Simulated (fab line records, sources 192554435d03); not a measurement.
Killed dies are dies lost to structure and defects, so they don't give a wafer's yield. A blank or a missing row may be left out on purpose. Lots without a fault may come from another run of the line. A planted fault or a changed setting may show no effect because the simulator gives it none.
Which tool did it? | flow n5_finfet | 23 lots, 69 wafers sampled, at 4 steps of a route of 1938

WHAT THE GAUGES READ, wafer by wafer
N5_BEOL_M7_INSPECT_30: inspects for defects (brightfield).
lot  | measured     | on                | raw_defect_count
L074 | day 9 08:46  | defect_inspect-01 | 379 424 470
L075 | day 10 02:18 | defect_inspect-02 | 329 350 352
L077 | day 10 02:28 | defect_inspect-01 | 464 572 421
L076 | day 10 08:08 | defect_inspect-02 | 329 333 394
L078 | day 10 07:58 | defect_inspect-01 | 425 465 405
L079 | day 10 11:04 | defect_inspect-02 | 412 492 418
L082 | day 11 22:06 | defect_inspect-01 | 309 282 372
L081 | day 11 21:38 | defect_inspect-01 | 530 365 397
L083 | day 12 03:17 | defect_inspect-01 | 563 535 754
L080 | day 12 03:28 | defect_inspect-01 | 522 366 616
L084 | day 12 05:21 | defect_inspect-01 | 468 415 427
L085 | day 12 09:52 | defect_inspect-01 | 448 418 344
L086 | day 12 19:13 | defect_inspect-02 | 418 320 351
L090 | day 13 03:06 | defect_inspect-01 | 451 496 472
L088 | day 14 02:47 | defect_inspect-01 | 365 376 601
L089 | day 14 06:05 | defect_inspect-01 | 423 621 586
L091 | day 14 08:54 | defect_inspect-01 | 362 329 382
L092 | day 15 02:07 | defect_inspect-01 | 395 481 590
L094 | day 15 20:30 | defect_inspect-01 | 384 348 295
L097 | day 16 00:09 | defect_inspect-02 | 337 573 440
L093 | day 16 01:22 | defect_inspect-01 | 522 427 628
L095 | day 16 09:22 | defect_inspect-01 | 286 302 390
L096 | day 16 09:19 | defect_inspect-02 | 297 383 294

N5_BEOL_M7_RS_MEAS_57: measures by four-point-probe.
lot  | measured     | on            | M7_RS (ohm/sq)
L074 | day 9 13:51  | film_metro-02 | 0.280 0.287 0.284
L075 | day 10 05:52 | film_metro-02 | 0.285 0.292 0.282
L077 | day 10 05:44 | film_metro-01 | 0.275 0.281 0.277
L076 | day 10 12:08 | film_metro-02 | 0.280 0.270 0.269
L078 | day 10 11:46 | film_metro-01 | 0.288 0.289 0.286
L079 | day 10 15:03 | film_metro-02 | 0.285 0.283 0.300
L082 | day 12 01:31 | film_metro-01 | 0.276 0.285 0.298
L081 | day 12 00:59 | film_metro-01 | 0.310 0.293 0.286
L083 | day 12 06:20 | film_metro-02 | 0.284 0.300 0.285
L080 | day 12 06:37 | film_metro-02 | 0.294 0.295 0.302
L084 | day 12 08:00 | film_metro-02 | 0.302 0.283 0.287
L085 | day 12 12:34 | film_metro-02 | 0.297 0.296 0.282
L086 | day 12 23:44 | film_metro-01 | 0.283 0.280 0.300
L090 | day 13 08:11 | film_metro-01 | 0.282 0.295 0.283
L088 | day 14 05:38 | film_metro-01 | 0.285 0.301 0.285
L089 | day 14 09:53 | film_metro-02 | 0.280 0.314 0.288
L091 | day 14 12:05 | film_metro-01 | 0.271 0.273 0.277
L092 | day 15 05:25 | film_metro-01 | 0.288 0.275 0.274
L094 | day 15 23:39 | film_metro-02 | 0.301 0.271 0.281
L097 | day 16 03:30 | film_metro-02 | 0.277 0.311 0.303
L093 | day 16 04:11 | film_metro-02 | 0.283 0.305 0.286
L095 | day 16 15:46 | film_metro-02 | 0.292 0.282 0.294
L096 | day 16 13:50 | film_metro-02 | 0.283 0.275 0.296

WHICH TOOL RAN EACH LOT (tool, then ch and the chambers of the sampled wafers, then the start)
lot  | N5_BEOL_M7_STRIP_19                | N5_BEOL_M7_ETCH_72
L074 | rie_diel-06 ch 0,3, day 9 07:26    | rie_diel-06 ch 0,3, day 9 09:04
L075 | rie_diel-02 ch 0,3, day 10 01:28   | rie_diel-06 ch 0,1, day 10 02:22
L077 | rie_diel-02 ch 0,1, day 10 01:36   | rie_diel-02 ch 0,2,3, day 10 02:43
L076 | rie_diel-02 ch 1,2, day 10 06:54   | rie_diel-06 ch 2,3, day 10 08:20
L078 | rie_diel-02 ch 1,2,3, day 10 07:10 | rie_diel-05 ch 0,2, day 10 08:02
L079 | rie_diel-06 ch 0,2,3, day 10 09:45 | rie_diel-05 ch 0,1,2, day 10 11:15
L082 | rie_diel-02 ch 0,2,3, day 11 19:41 | rie_diel-02 ch 0,1,2, day 11 22:10
L081 | rie_diel-06 ch 0,2,3, day 11 20:23 | rie_diel-02 ch 0,1,3, day 11 21:43
L083 | rie_diel-05 ch 0,3, day 11 23:55   | rie_diel-05 ch 0,1, day 12 03:47
L080 | rie_diel-06 ch 0,1,3, day 12 00:46 | rie_diel-02 ch 1,3, day 12 04:01
L084 | rie_diel-02 ch 0,1,2, day 12 04:43 | rie_diel-02 ch 2,3, day 12 05:25
L085 | rie_diel-06 ch 1,2, day 12 07:31   | rie_diel-06 ch 1,2,3, day 12 09:56
L086 | rie_diel-02 ch 0,1,2, day 12 18:44 | rie_diel-05 ch 0,1,3, day 12 19:17
L090 | rie_diel-06 ch 0,1,2, day 13 00:29 | rie_diel-02 ch 0,1,2, day 13 03:40
L088 | rie_diel-06 ch 0,1,3, day 14 02:16 | rie_diel-02 ch 0,1, day 14 02:52
L089 | rie_diel-06 ch 0,3, day 14 03:39   | rie_diel-05 ch 0,1,2, day 14 06:09
L091 | rie_diel-02 ch 1,3, day 14 07:20   | rie_diel-06 ch 0,3, day 14 08:58
L092 | rie_diel-05 ch 0,1,3, day 15 01:24 | rie_diel-06 ch 0,1,2, day 15 02:11
L094 | rie_diel-05 ch 0,2,3, day 15 18:20 | rie_diel-06 ch 0,1,2, day 15 20:34
L097 | rie_diel-05 ch 0,2, day 15 21:52   | rie_diel-02 ch 1,2, day 16 00:13
L093 | rie_diel-05 ch 0,2, day 15 22:20   | rie_diel-02 ch 0,1,3, day 16 01:26
L095 | rie_diel-02 ch 1,2,3, day 16 06:55 | rie_diel-05 ch 0, day 16 10:19
L096 | rie_diel-02 ch 0,2, day 16 07:40   | rie_diel-06 ch 0,1,3, day 16 09:35
- N5_BEOL_M7_STRIP_19: strips in O2.
- N5_BEOL_M7_ETCH_72: etches underlayer in N2/H2, target depth 6.5 nm, time 5.2 s.

WHAT THE TOOLS THEMSELVES READ (means of the sampled wafers that have a number; where no wafer has one, the mark that the record gives instead)
N5_BEOL_M7_STRIP_19.
lot  | tool        | drypump_motor_current_A (A) | oes_product_au (a.u.) | rf_vpp_V (V) | showerhead_plenum_p_Torr (Torr) | throttle_valve_pct (%)
L074 | rie_diel-06 | 5.9                         | 0.79                  | 3.8          | 2.17                            | 16.72
L075 | rie_diel-02 | 6.5                         | 0.76                  | 3.4          | 2.04                            | 16.89
L077 | rie_diel-02 | 6.0                         | 0.71                  | 3.4          | 2.15                            | 16.81
L076 | rie_diel-02 | 5.7                         | 0.70                  | 4.0          | 2.14                            | 16.77
L078 | rie_diel-02 | 6.0                         | 0.72                  | 3.4          | 2.09                            | 16.82
L079 | rie_diel-06 | 6.2                         | 0.77                  | 3.4          | 2.10                            | 16.75
L082 | rie_diel-02 | 6.3                         | 0.72                  | 3.5          | 2.06                            | 16.89
L081 | rie_diel-06 | 6.3                         | 0.76                  | 3.3          | 2.10                            | 16.78
L083 | rie_diel-05 | 5.7                         | 0.82                  | 4.4          | 2.12                            | 16.40
L080 | rie_diel-06 | 6.0                         | 0.78                  | 3.3          | 2.11                            | 16.62
L084 | rie_diel-02 | 6.0                         | 0.70                  | 3.2          | 2.11                            | 16.86
L085 | rie_diel-06 | 6.4                         | 0.70                  | 3.7          | 2.00                            | 16.82
L086 | rie_diel-02 | 6.0                         | 0.70                  | 4.4          | 2.11                            | 16.88
L090 | rie_diel-06 | 6.3                         | 0.77                  | 4.5          | 2.05                            | 16.65
L088 | rie_diel-06 | 5.9                         | 0.76                  | 4.3          | 2.10                            | 16.63
L089 | rie_diel-06 | 5.9                         | 0.75                  | 3.5          | 2.16                            | 16.79
L091 | rie_diel-02 | 6.0                         | 0.69                  | 3.3          | 2.12                            | 16.84
L092 | rie_diel-05 | 5.6                         | 0.74                  | 3.6          | 2.06                            | 16.69
L094 | rie_diel-05 | 6.0                         | 0.81                  | 2.8          | 2.09                            | 16.48
L097 | rie_diel-05 | 6.2                         | 0.86                  | 3.7          | 2.11                            | 16.30
L093 | rie_diel-05 | 6.5                         | 0.87                  | 2.9          | 2.09                            | 16.33
L095 | rie_diel-02 | 6.0                         | 0.78                  | 3.3          | 2.07                            | 16.73
L096 | rie_diel-02 | 6.3                         | 0.78                  | 3.7          | 2.07                            | 16.85

N5_BEOL_M7_ETCH_72.
lot  | tool        | drypump_motor_current_A (A) | etch_rf_on_time_s (s) | oes_product_au (a.u.) | rf_vpp_V (V) | showerhead_plenum_p_Torr (Torr) | throttle_valve_pct (%)
L074 | rie_diel-06 | 5.9                         | 4.98                  | 0.67                  | 526.6        | 2.61                            | 17.86
L075 | rie_diel-06 | 6.2                         | 5.15                  | 0.71                  | 523.1        | 2.54                            | 17.68
L077 | rie_diel-02 | 6.3                         | 5.18                  | 0.63                  | 522.7        | 2.50                            | 18.09
L076 | rie_diel-06 | 6.0                         | 5.04                  | 0.62                  | 522.7        | 2.56                            | 18.03
L078 | rie_diel-05 | 6.2                         | 5.29                  | 0.70                  | 524.8        | 2.57                            | 17.55
L079 | rie_diel-05 | 6.1                         | 5.30                  | 0.65                  | 521.1        | 2.51                            | 17.84
L082 | rie_diel-02 | 6.0                         | 5.29                  | 0.59                  | 523.3        | 2.56                            | 18.04
L081 | rie_diel-02 | 6.3                         | 5.32                  | 0.61                  | 523.0        | 2.54                            | 18.12
L083 | rie_diel-05 | 5.9                         | 5.31                  | 0.69                  | 523.4        | 2.53                            | 17.70
L080 | rie_diel-02 | 6.0                         | 5.42                  | 0.60                  | 526.2        | 2.57                            | 18.03
L084 | rie_diel-02 | 6.3                         | 5.22                  | 0.63                  | 522.9        | 2.46                            | 18.11
L085 | rie_diel-06 | 6.0                         | 5.16                  | 0.61                  | 524.0        | 2.49                            | 17.95
L086 | rie_diel-05 | 5.7                         | 5.29                  | 0.64                  | 522.9        | 2.50                            | 17.89
L090 | rie_diel-02 | 6.0                         | 5.18                  | 0.59                  | 524.1        | 2.56                            | 18.06
L088 | rie_diel-02 | 6.2                         | 5.26                  | 0.60                  | 524.8        | 2.56                            | 18.14
L089 | rie_diel-05 | 6.1                         | 5.30                  | 0.69                  | 522.1        | 2.50                            | 17.74
L091 | rie_diel-06 | 6.2                         | 5.11                  | 0.67                  | 525.7        | 2.59                            | 17.83
L092 | rie_diel-06 | 6.4                         | 5.13                  | 0.72                  | 524.8        | 2.57                            | 17.72
L094 | rie_diel-06 | 6.3                         | 5.20                  | 0.71                  | 522.8        | 2.57                            | 17.75
L097 | rie_diel-02 | 5.7                         | 5.27                  | 0.65                  | 525.8        | 2.57                            | 17.89
L093 | rie_diel-02 | 6.3                         | 5.23                  | 0.61                  | 522.6        | 2.52                            | 18.15
L095 | rie_diel-05 | 5.9                         | 5.17                  | 0.70                  | 523.8        | 2.58                            | 17.50
L096 | rie_diel-06 | 6.0                         | 5.19                  | 0.64                  | 523.8        | 2.54                            | 17.87

THE ANSWER, worked out from the rows above alone
Rule: what is usual is taken from the lots themselves. Put in order of their means at a reading, lots are off if they are a third of the lots or fewer, leave a main group of 4 or more, and stand apart from it by a gap of 3 or more times the standard deviation of the main group's means; of several such gaps the widest counts. A main group whose means are all the same, to the digits that the tables above print for the reading, isn't used. A lot without any number at a reading at which 4 lots or more have one is off too. The other lots that the step has rows for count as sound. The gauges are gone through in route order, then the tools' own readings, and for those a lot's mean is taken as printed above. The first step at which some lot is off is used, and at that step the reading that is off furthest; a lot without a number counts as furthest.
No lot is off at any reading shown: from this, nothing can be told.

WHAT THE SIMULATOR HAD PUT IN
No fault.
